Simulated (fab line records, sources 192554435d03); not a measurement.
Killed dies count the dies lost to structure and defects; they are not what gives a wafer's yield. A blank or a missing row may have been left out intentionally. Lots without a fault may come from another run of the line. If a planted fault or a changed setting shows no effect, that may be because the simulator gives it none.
Struck lot and sound lot, side by side	flow n5-finfet	16 out of 1938 route steps
Sound: the wafers L707.2, L707.3, L707.6. Struck: wafer L711.1. (L711.2, L711.5 of the same lot were not struck and are left out.) The cause comes at the end.
Each step with rows lists, per side, the tool, then ch with its chambers, then its first start. Under that, the readings that differ: sound wafers	struck wafers	difference of the means	sigmas: that difference in standard deviations of wafers without a fault.
alike: words and numbers the same on both sides, and readings whose means are apart by under 2 such deviations; not compared: readings that were withheld, readings missing a value for some wafer, numbers with overlapping values and no deviation given by the record, and bounds like >300 which may hide the same value.
The two part at a step that has a row with sigmas, a row that says differs or no value, or rows on one side only. Numbers that have no deviation but don't overlap get no sigmas and don't part them. A reading that every wafer of one side lacks parts them only if that side has two wafers or more.

N5_FIN_CUT_INSPECT_10: inspects for defects (brightfield).
  sound on defect-inspect-01, day 3 02:39; struck on defect-inspect-02, day 4 03:29
reading	sound	struck	difference	sigmas
raw-defect-count	73 60 57	30	-33	-3
then, 1 step without rows for these wafers: N5_FIN_CUT_DESCUM_13 (chemistry O2, time 7 s).
N5_FIN_CUT_ETCH_30: etches underlayer in N2/H2, target depth 13 nm, time 10.4 s.
  sound on rie-diel-02 ch 0,1,2, day 3 02:43; struck on rie-diel-03 ch 3, day 4 03:36
  alike: drypump-motor-current-A, etch-rf-on-time-s, oes-product-au, rf-vpp-V, showerhead-plenum-p-Torr, throttle-valve-pct
  not compared: rf-hours-counter-h
N5_FIN_CUT_ETCH_20: etches SiARC in CF4, target depth 26 nm, time 43.3 s.
  sound on rie-diel-02 ch 0,1,2, day 3 02:44; struck on rie-diel-03 ch 3, day 4 03:37
  alike: drypump-motor-current-A, etch-rf-on-time-s, oes-product-au, rf-vpp-V, showerhead-plenum-p-Torr, throttle-valve-pct
  not compared: rf-hours-counter-h
N5_FIN_CUT_ETCH_21: etches SOC in N2/H2, target depth 219 nm, overetch 43.8 nm, time 523.5 s.
  sound on rie-diel-02 ch 0,1,2, day 3 02:47; struck on rie-diel-03 ch 3, day 4 03:39
  alike: drypump-motor-current-A, oes-product-au, rf-vpp-V, showerhead-plenum-p-Torr, temp-c, throttle-valve-pct
  not compared: rf-hours-counter-h
then, 3 steps without rows for these wafers: N5_FIN_CUT_STRIP_23 (strips in N2/H2); N5_FIN_CUT_STRIP_31 (strips in N2/H2); N5_FIN_CUT_STRIP_24 (strips in CF4).
N5_FIN_CUT_CUT_ETCH_26: etches SiNx in CH3F/O2, target depth 39 nm, time 55.7 s.
  sound on rie-diel-02 ch 0,1,2, day 3 03:07; struck on rie-diel-03 ch 3, day 4 04:00
  alike: drypump-motor-current-A, oes-product-au, rf-vpp-V, showerhead-plenum-p-Torr, throttle-valve-pct
  not compared: rf-hours-counter-h
then, 1 step without rows for these wafers: N5_FIN_CUT_CUT_ETCH_27 (etches SiO2 in CHF3/O2, target depth 4 nm, overetch 2 nm, time 4.9 s).
N5_FIN_CUT_PRECLEAN_35: cleans in vHF, time 13.3 s.
  sound on vapor-etch-01 ch 0,1, day 3 03:14; struck on vapor-etch-02 ch 1, day 4 04:07
reading	sound	struck	difference	sigmas
drypump-motor-current-A (A)	5.62 5.63 5.62	4.95	-0.67	-2
  alike: foreline-p-Torr, temp-c
then, 1 step without rows for these wafers: N5_FIN_CUT_CUT_ETCH_15 (etches Si in HBr/Cl2/O2, target depth 100 nm, bt time 10 s, time 42.4 s).
N5_FIN_CUT_CUT_ETCH_28: etches Si in HBr/Cl2/O2, target depth 6 nm, time 2.4 s.
  sound on rie-si-05 ch 1,2, day 3 03:24; struck on rie-si-05 ch 0, day 4 04:15
reading	sound	struck	difference	sigmas
model.etch.depth-nm (nm)	6.172 5.883 6.138	3.784	-2.280	
  alike: drypump-motor-current-A, he-backside-leak-sccm, oes-product-au, throttle-valve-pct
  not compared: rf-hours-counter-h
then, 1 step without rows for these wafers: N5_FIN_CUT_STRIP_22 (strips in N2/H2).
-- the record jumps here: 7 days lie between the struck wafers' starts before and after (it left off in module FIN_CUT and takes up again in module BEOL_M4, whose first step shown is number 1111 of the route) --
N5_BEOL_M4_RC_MEAS_101:
  sound on prober-01 ch 0, day 9 03:59; struck on prober-02 ch 0, day 10 16:55
  alike: DIBL_N, DIBL_P, IOFF_N, IOFF_P, ION_N, ION_P, SS_N, SS_P, VT_N, VT_P
next, for these wafers, 1 step has no rows: N5_PASSIVATION_PROBE_49.

WHERE THEY PART
Last at N5_FIN_CUT_PRECLEAN_35 as far as this record goes, first at N5_FIN_CUT_INSPECT_10. Later steps at which nothing parts them and some readings are alike: N5_FIN_CUT_CUT_ETCH_28, N5_BEOL_M4_RC_MEAS_101.

WHY: whatever the simulator had introduced
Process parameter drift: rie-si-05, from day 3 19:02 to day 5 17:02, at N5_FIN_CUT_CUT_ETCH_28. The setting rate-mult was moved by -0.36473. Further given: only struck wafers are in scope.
